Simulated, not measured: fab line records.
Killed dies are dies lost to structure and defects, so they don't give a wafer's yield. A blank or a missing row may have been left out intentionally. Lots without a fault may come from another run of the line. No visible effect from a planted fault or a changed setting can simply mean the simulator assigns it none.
Chamber matching :: flow n5Finfet :: rieDiel-01 running N5_HKMG_FIN_STRIP_34: 4 sister chambers
The step strips in CF4. 18 wafers are shown with their chamber, then 9 later ones without.

## EACH WAFER AND ITS CHAMBER
wafer: L079.1
chamber: 1
showerheadPlenumPTorr (Torr): 1.84
drypumpMotorCurrentA (A): 5.1
oesProductAu (a.u.): 0.71

wafer: L079.3
chamber: 2
showerheadPlenumPTorr (Torr): 1.72
drypumpMotorCurrentA (A): 4.8
oesProductAu (a.u.): 0.73

wafer: L079.5
chamber: 1
showerheadPlenumPTorr (Torr): 1.84
drypumpMotorCurrentA (A): 5.1
oesProductAu (a.u.): 0.71

wafer: L085.1
chamber: 0
showerheadPlenumPTorr (Torr): 1.79
drypumpMotorCurrentA (A): 5.8
oesProductAu (a.u.): 0.75

wafer: L085.2
chamber: 1
showerheadPlenumPTorr (Torr): 1.84
drypumpMotorCurrentA (A): 5.0
oesProductAu (a.u.): 0.70

wafer: L085.3
chamber: 2
showerheadPlenumPTorr (Torr): 1.72
drypumpMotorCurrentA (A): 4.8
oesProductAu (a.u.): 0.72

wafer: L085.4
chamber: 3
showerheadPlenumPTorr (Torr): 1.90
drypumpMotorCurrentA (A): 6.1
oesProductAu (a.u.): 0.85

wafer: L085.5
chamber: 1
showerheadPlenumPTorr (Torr): 1.84
drypumpMotorCurrentA (A): 5.1
oesProductAu (a.u.): 0.70

wafer: L085.6
chamber: 0
showerheadPlenumPTorr (Torr): 1.79
drypumpMotorCurrentA (A): 5.9
oesProductAu (a.u.): 0.76

wafer: L086.2
chamber: 0
showerheadPlenumPTorr (Torr): 1.79
drypumpMotorCurrentA (A): 5.8
oesProductAu (a.u.): 0.76

wafer: L086.3
chamber: 1
showerheadPlenumPTorr (Torr): 1.84
drypumpMotorCurrentA (A): 5.0
oesProductAu (a.u.): 0.70

wafer: L086.4
chamber: 2
showerheadPlenumPTorr (Torr): 1.72
drypumpMotorCurrentA (A): 4.8
oesProductAu (a.u.): 0.72

wafer: L087.2
chamber: 3
showerheadPlenumPTorr (Torr): 1.90
drypumpMotorCurrentA (A): 6.1
oesProductAu (a.u.): 0.85

wafer: L087.4
chamber: 1
showerheadPlenumPTorr (Torr): 1.84
drypumpMotorCurrentA (A): 5.1
oesProductAu (a.u.): 0.69

wafer: L087.6
chamber: 3
showerheadPlenumPTorr (Torr): 1.90
drypumpMotorCurrentA (A): 6.2
oesProductAu (a.u.): 0.84

wafer: L095.1
chamber: 2
showerheadPlenumPTorr (Torr): 1.72
drypumpMotorCurrentA (A): 4.8
oesProductAu (a.u.): 0.71

wafer: L095.2
chamber: 0
showerheadPlenumPTorr (Torr): 1.78
drypumpMotorCurrentA (A): 5.8
oesProductAu (a.u.): 0.74

wafer: L095.3
chamber: 1
showerheadPlenumPTorr (Torr): 1.83
drypumpMotorCurrentA (A): 5.1
oesProductAu (a.u.): 0.69

SIGNATURES, as means of the wafers listed above
reading: showerheadPlenumPTorr
chamber 0: 1.7875
chamber 1: 1.8386
chamber 2: 1.7200
chamber 3: 1.9000
scatter within a chamber: 0.00339

reading: drypumpMotorCurrentA
chamber 0: 5.825
chamber 1: 5.071
chamber 2: 4.800
chamber 3: 6.133
scatter within a chamber: 0.0451

reading: oesProductAu
chamber 0: 0.7525
chamber 1: 0.7000
chamber 2: 0.7200
chamber 3: 0.8467
scatter within a chamber: 0.0082
Rule: distance of a wafer from a chamber = root of the sum over the readings of ((wafer's reading minus chamber's mean) / reading's scatter) squared. The wafer belongs to the nearest chamber; if the next one is less than 2 further off, it can't be placed. How the scatter is found: for the shown wafers, subtract from each reading the mean of its chamber, square and add these, divide the total by (wafers less chambers), then take the root.

## WAFERS WITHOUT THEIR CHAMBER
wafer: L095.4
showerheadPlenumPTorr (Torr): 1.83
drypumpMotorCurrentA (A): 5.1
oesProductAu (a.u.): 0.68

wafer: L095.5
showerheadPlenumPTorr (Torr): 1.78
drypumpMotorCurrentA (A): 5.8
oesProductAu (a.u.): 0.74

wafer: L095.6
showerheadPlenumPTorr (Torr): 1.71
drypumpMotorCurrentA (A): 4.8
oesProductAu (a.u.): 0.71

wafer: L097.1
showerheadPlenumPTorr (Torr): 1.83
drypumpMotorCurrentA (A): 5.1
oesProductAu (a.u.): 0.68

wafer: L097.2
showerheadPlenumPTorr (Torr): 1.78
drypumpMotorCurrentA (A): 5.8
oesProductAu (a.u.): 0.74

wafer: L097.3
showerheadPlenumPTorr (Torr): 1.71
drypumpMotorCurrentA (A): 4.8
oesProductAu (a.u.): 0.70

wafer: L097.4
showerheadPlenumPTorr (Torr): 1.90
drypumpMotorCurrentA (A): 6.1
oesProductAu (a.u.): 0.82

wafer: L097.5
showerheadPlenumPTorr (Torr): 1.90
drypumpMotorCurrentA (A): 6.2
oesProductAu (a.u.): 0.82

wafer: L097.6
showerheadPlenumPTorr (Torr): 1.71
drypumpMotorCurrentA (A): 4.8
oesProductAu (a.u.): 0.71

## THE CHAMBER EACH PASSED THROUGH
wafer: L095.4
from the rows above: 1
in truth: 1

wafer: L095.5
from the rows above: 0
in truth: 0

wafer: L095.6
from the rows above: 2
in truth: 2

wafer: L097.1
from the rows above: 1
in truth: 1

wafer: L097.2
from the rows above: 0
in truth: 0

wafer: L097.3
from the rows above: 2
in truth: 2

wafer: L097.4
from the rows above: 3
in truth: 3

wafer: L097.5
from the rows above: 3
in truth: 3

wafer: L097.6
from the rows above: 2
in truth: 2
Correct placement for 9 of the 9. Number that these rows cannot place: 0. 0 placed wrongly.
